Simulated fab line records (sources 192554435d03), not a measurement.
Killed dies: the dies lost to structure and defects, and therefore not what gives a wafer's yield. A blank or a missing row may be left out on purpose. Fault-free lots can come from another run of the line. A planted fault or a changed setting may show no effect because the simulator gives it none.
Struck lot and sound lot, side by side | flow n5 finfet | 16 out of 1938 route steps
Sound: the wafers L861.4, L861.5, L861.6. Struck: wafer L875.5. (L875.2 of the same lot was not struck and is left out.) The cause comes at the end.
Each step with rows lists, per side, the tool, then ch with its chambers, then its first start. Under that, the readings that differ: sound wafers | struck wafers | difference of the means | sigmas: that difference in standard deviations of wafers without a fault.
alike: same words and numbers on both sides, and readings whose means sit less than 2 such deviations apart. not compared: any withheld reading, any reading some wafer has no value for, any bound like >300 that may hide the same value, and any number with overlapping values for which the record gives no deviation.
A row with sigmas, a row that says differs or no value, or rows on one side alone: a step with any of these is where the two part. When numbers do not overlap yet have no deviation, they are printed without sigmas and do not part them. A reading missing from all wafers of one side parts the sides only when that side holds two or more wafers.

first, 8 steps without rows for these wafers: N5_BEOL_M0_SAQP_COAT_81 (time 60 s, resist thk 100 nm); N5_BEOL_M0_SAQP_COAT_82 (time 60 s, resist thk 30 nm); N5_BEOL_M0_SAQP_COAT_08 (resist thk 90 nm); N5_BEOL_M0_SAQP_EBR_10; N5_BEOL_M0_SAQP_SOFTBAKE_09 (time 60 s); N5_BEOL_M0_SAQP_EXPOSE_11 (exposes mask M0 CORE, target cd 42 nm); N5_BEOL_M0_SAQP_PEB_12 (peb time 60 s); N5_BEOL_M0_SAQP_DEVELOP_13 (develop time 30 s).
N5_BEOL_M0_SAQP_CD_MEAS_14: the cd target is 42.5 nm.
  sound on cd sem-03 ch 0, day 6 01:49; struck on cd sem-02 ch 0, day 9 14:14
  alike: cd nm
N5_BEOL_M0_SAQP_OVL_MEAS_15:
  sound on overlay-01 ch 0, day 6 01:50; struck on overlay-01 ch 0, day 9 14:16
  alike: M0_CORE_OVL
N5_BEOL_M0_SAQP_INSPECT_16: inspects for defects (brightfield).
  sound on defect inspect-01, day 6 01:52; struck on defect inspect-02, day 9 14:18
  alike: raw defect count
N5_BEOL_M0_SAQP_DESCUM_19: chemistry O2, time 7.9 s.
  sound on rie diel-06 ch 2,3, day 6 01:54; struck on rie diel-04 ch 2, day 9 14:20
  reading                         | sound          | struck | difference | sigmas
  showerhead plenum p Torr (Torr) | 2.19 2.23 2.19 | 2.02   | -0.18      | -2
  alike: drypump motor current A, oes product au, rf fwd power W, rf vpp V, throttle valve pct
  not compared: rf hours counter h
N5_BEOL_M0_SAQP_ETCH_83: etches SiARC in CF4, target depth 39 nm, time 65 s.
  sound on rie diel-06 ch 2,3, day 6 01:56; struck on rie diel-04 ch 2, day 9 14:22
  reading               | sound          | struck | difference | sigmas
  etch rf on time s (s) | 66.3 66.7 66.5 | 43.7   | -22.8      | -15
  oes product au (a.u.) | 0.65 0.72 0.65 | 0.89   | +0.22      | +3
  alike: bias w, drypump motor current A, rf fwd power W, rf vpp V, showerhead plenum p Torr, throttle valve pct
  not compared: rf hours counter h
N5_BEOL_M0_SAQP_ETCH_84: etches SOC in N2/H2, target depth 100 nm, overetch 20 nm, time 150 s.
  sound on rie diel-06 ch 2,3, day 6 01:59; struck on rie diel-04 ch 2, day 9 14:25
  reading                         | sound          | struck | difference | sigmas
  showerhead plenum p Torr (Torr) | 2.65 2.67 2.65 | 2.44   | -0.22      | -2
  alike: bias w, drypump motor current A, oes product au, rf fwd power W, rf vpp V, throttle valve pct
  not compared: rf hours counter h
-- a jump in the record: the struck wafers' starts before and after are 2 days apart (it breaks off in module BEOL_M0_SAQP and resumes in module BEOL_M4, where the first step shown is number 1111 of the route) --
N5_BEOL_M4_RC_MEAS_101:
  sound on prober-02 ch 0, day 8 23:32; struck on prober-01 ch 0, day 11 21:02
  alike: DIBL_N, DIBL_P, IOFF_N, IOFF_P, ION_N, ION_P, SS_N, SS_P, VT_N, VT_P
-- the record jumps here: 4 days lie between the struck wafers' starts before and after (it left off in module BEOL_M4 and takes up again in module PASSIVATION, whose first step shown is number 1936 of the route) --
N5_PASSIVATION_PROBE_49:
  sound on prober-02, day 13 12:26; struck on prober-02, day 16 08:03
  reading            | sound    | struck | difference | sigmas
  killed_at_M0_to_M3 | 43 40 40 | 19     | -22        | -2
  killed at other    | 1 2 3    | 8      | +6         | +2
  alike: defect limited yield, killed_at_M4_up, killed at contacts, killed at front end, killed dies, killed open, killed short, sort_bin_4_leakage, sort_bin_5_function, sort_bin_6_memory, sort n pass, sort yield pct

## WHERE THEY PART
Earliest at N5_BEOL_M0_SAQP_DESCUM_19; latest, in this record, at N5_PASSIVATION_PROBE_49.

WHY: what had been put in by the simulator
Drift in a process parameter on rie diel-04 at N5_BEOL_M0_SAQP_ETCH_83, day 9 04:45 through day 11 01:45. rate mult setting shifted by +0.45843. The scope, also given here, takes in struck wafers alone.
